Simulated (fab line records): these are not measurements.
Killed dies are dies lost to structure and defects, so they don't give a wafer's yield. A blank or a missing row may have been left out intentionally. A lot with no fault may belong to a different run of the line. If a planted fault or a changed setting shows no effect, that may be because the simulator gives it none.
Chamber matching + flow nand harc + NHARC_A_M1_STRIP_18 on rie diel-10 has 4 sister chambers
The step strips in N2/H2. 16 wafers are shown with their chamber, then 8 later ones without.

## EACH WAFER AND ITS CHAMBER
| wafer  | chamber | drypump motor current A (A) | oes product au (a.u.) | throttle valve pct (%) |
|--------|---------|-----------------------------|-----------------------|------------------------|
| L412.1 | 2       | 5.98                        | 0.992                 | 14.183                 |
| L412.2 | 1       | 6.08                        | 0.992                 | 14.178                 |
| L412.3 | 0       | 6.22                        | 0.995                 | 14.182                 |
| L413.2 | 0       | 6.19                        | 0.993                 | 14.165                 |
| L413.3 | 3       | 6.09                        | 1.021                 | 14.182                 |
| L413.6 | 3       | 6.11                        | 1.002                 | 14.175                 |
| L422.1 | 3       | 6.10                        | 0.995                 | 14.181                 |
| L422.4 | 1       | 6.11                        | 0.997                 | 14.167                 |
| L422.5 | 1       | 6.09                        | 0.994                 | 14.174                 |
| L424.1 | 1       | 6.07                        | 0.990                 | 14.171                 |
| L424.4 | 2       | 6.00                        | 0.979                 | 14.189                 |
| L424.5 | 2       | 5.99                        | 0.985                 | 14.173                 |
| L426.1 | 0       | 6.15                        | 1.003                 | 14.154                 |
| L426.2 | 3       | 6.12                        | 1.002                 | 14.167                 |
| L426.3 | 1       | 6.09                        | 0.999                 | 14.155                 |
| L428.1 | 2       | 5.98                        | 1.003                 | 14.173                 |

SIGNATURES, as means of the wafers listed above
| reading                 | chamber 0 | chamber 1 | chamber 2 | chamber 3 | scatter within a chamber |
|-------------------------|-----------|-----------|-----------|-----------|--------------------------|
| drypump motor current A | 6.1867    | 6.0880    | 5.9875    | 6.1050    | 0.0185                   |
| oes product au          | 0.99700   | 0.99440   | 0.98975   | 1.00500   | 0.00817                  |
| throttle valve pct      | 14.16700  | 14.16900  | 14.17950  | 14.17625  | 0.0093                   |
Rule: distance of a wafer from a chamber = root of the sum over the readings of ((wafer's reading minus chamber's mean) / reading's scatter) squared. If the next closest chamber is less than 2 further off than the closest, the wafer can't be placed; otherwise it belongs to the closest. The scatter: take each reading less its chamber's mean, square it, sum over the shown wafers, divide by the number of wafers less the number of chambers, and take the root.

## WAFERS WITHOUT THEIR CHAMBER
| wafer  | drypump motor current A (A) | oes product au (a.u.) | throttle valve pct (%) |
|--------|-----------------------------|-----------------------|------------------------|
| L428.2 | 6.09                        | 0.998                 | 14.165                 |
| L428.5 | 6.11                        | 0.995                 | 14.170                 |
| L431.1 | 6.19                        | 0.993                 | 14.157                 |
| L431.3 | 6.12                        | 0.995                 | 14.161                 |
| L431.4 | 6.11                        | 0.999                 | 14.192                 |
| L429.2 | 6.21                        | 0.990                 | 14.156                 |
| L429.4 | 6.10                        | 0.997                 | 14.168                 |
| L429.6 | 6.22                        | 0.998                 | 14.161                 |

## EACH ONE'S CHAMBER
| wafer  | from the rows above          | in truth |
|--------|------------------------------|----------|
| L428.2 | can't be placed: 1 or 3      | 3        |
| L428.5 | can't be placed: 1 or 3      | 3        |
| L431.1 | 0                            | 0        |
| L431.3 | can't be placed: 1 or 3 or 0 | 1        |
| L431.4 | can't be placed: 3 or 1      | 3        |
| L429.2 | 0                            | 0        |
| L429.4 | can't be placed: 1 or 3      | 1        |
| L429.6 | 0                            | 0        |
3 of 8 placed correctly. Unplaceable from these rows: 5, with the true chamber sitting among the candidates in 5. Wrongly placed: 0.
